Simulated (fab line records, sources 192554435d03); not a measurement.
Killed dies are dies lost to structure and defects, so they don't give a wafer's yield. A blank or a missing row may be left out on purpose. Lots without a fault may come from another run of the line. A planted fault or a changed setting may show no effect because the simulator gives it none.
One fault seen from 2 desks | flow n5_finfet | each desk has only its own numbers; what lay behind them comes last

THE TOOL OWNER'S DESK: rie_metal-02
The tool's own readings at N5_GATE_CUT_CUT_ETCH_54 (etches TiN in Cl2/BCl3, target depth 96.7 nm): means of the sampled wafers that have a number, for each lot that ran on this tool. A lot is out of limits, marked OUT, if its mean lies more than 4 standard deviations from the usual mean; the brackets give that distance.
Columns: A = drypump_motor_current_A at N5_GATE_CUT_CUT_ETCH_54, usual 5.9 A; B = etch_rf_on_time_s at N5_GATE_CUT_CUT_ETCH_54, usual 37.5 s; C = oes_product_au at N5_GATE_CUT_CUT_ETCH_54, usual 0.65 a.u.; D = rf_fwd_power_W at N5_GATE_CUT_CUT_ETCH_54, usual 982 W; E = throttle_valve_pct at N5_GATE_CUT_CUT_ETCH_54, usual 22.29 %
lot  | first seen here | A   | B               | C    | D              | E
L671 | day 4 18:37     | 5.9 | 38.6            | 0.55 | 985            | 22.55
L674 | day 5 12:18     | 6.1 | 38.4            | 0.54 | 982            | 22.37
L677 | day 6 08:58     | 6.0 | 38.3            | 0.54 | 986            | 22.45
L683 | day 7 18:42     | 6.0 | 31.5 (-6.0) OUT | 0.61 | 1219 (+40) OUT | 22.35
L684 | day 8 02:23     | 6.1 | 31.6 (-5.9) OUT | 0.60 | 1219 (+40) OUT | 22.27
This desk's finding: out of limits on L683, L684; first on L683, day 7 18:42 (etch_rf_on_time_s at N5_GATE_CUT_CUT_ETCH_54). In limits: L671, L674, L677.

THE METROLOGY DESK
What the gauges read, lot by lot, whatever tool the lot ran on: means of the sampled wafers that have a number. A lot is out of limits, marked OUT, if its mean lies more than 4 standard deviations from the usual mean; the brackets give that distance. Of its 11 readings 7 are shown: those that lie furthest out on some lot.
Columns: A = GATE_CUT_OVL at N5_GATE_CUT_OVL_MEAS_14, usual 0.0 nm; B = IOFF_N at N5_BEOL_M4_RC_MEAS_101, usual 0.16 nA/um; C = IOFF_P at N5_BEOL_M4_RC_MEAS_101, usual 0.21 nA/um; D = ION_N at N5_BEOL_M4_RC_MEAS_101, usual 675 uA/um; E = ION_P at N5_BEOL_M4_RC_MEAS_101, usual 463 uA/um; F = VT_N at N5_BEOL_M4_RC_MEAS_101, usual 250 mV; G = VT_P at N5_BEOL_M4_RC_MEAS_101, usual -251 mV
lot  | first seen here | A    | B    | C    | D   | E   | F   | G
L671 | day 4 18:04     | 0.7  | 0.20 | 0.24 | 686 | 466 | 246 | -249
L674 | day 5 11:44     | 0.2  | 0.14 | 0.18 | 673 | 459 | 251 | -252
L677 | day 6 08:25     | 1.1  | 0.22 | 0.27 | 690 | 469 | 244 | -247
L683 | day 7 18:09     | 0.5  | 0.21 | 0.27 | 682 | 473 | 247 | -246
L684 | day 8 01:47     | -1.4 | 0.14 | 0.22 | 669 | 461 | 252 | -250
L685 | day 8 07:28     | 0.0  | 0.19 | 0.25 | 683 | 467 | 249 | -246
L687 | day 8 20:40     | 1.0  | 0.12 | 0.18 | 662 | 459 | 255 | -253
L689 | day 9 05:44     | -1.7 | 0.18 | 0.25 | 679 | 468 | 249 | -248
L691 | day 9 20:13     | -0.2 | 0.16 | 0.19 | 676 | 460 | 249 | -253
This desk's finding: nothing out of limits on any of the 9 lots.

PUT TOGETHER
The tool owner's desk could have raised an alarm at day 7 18:42, on L683, L684.
The metrology desk saw nothing out of limits.
The metrology desk has L683, L684 on record, within its limits.
Of the lots named, all ran N5_GATE_CUT_CUT_ETCH_54 on rie_metal-02.

WHAT THE SIMULATOR HAD PUT IN
Process parameter drift: rie_metal-02, from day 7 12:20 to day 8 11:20, at N5_GATE_CUT_CUT_ETCH_54. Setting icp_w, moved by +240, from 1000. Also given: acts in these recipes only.
Lots struck among those shown: L683, L684.
Hours from the fault's start to each desk's first reading out of limits: the tool owner's desk, 6.
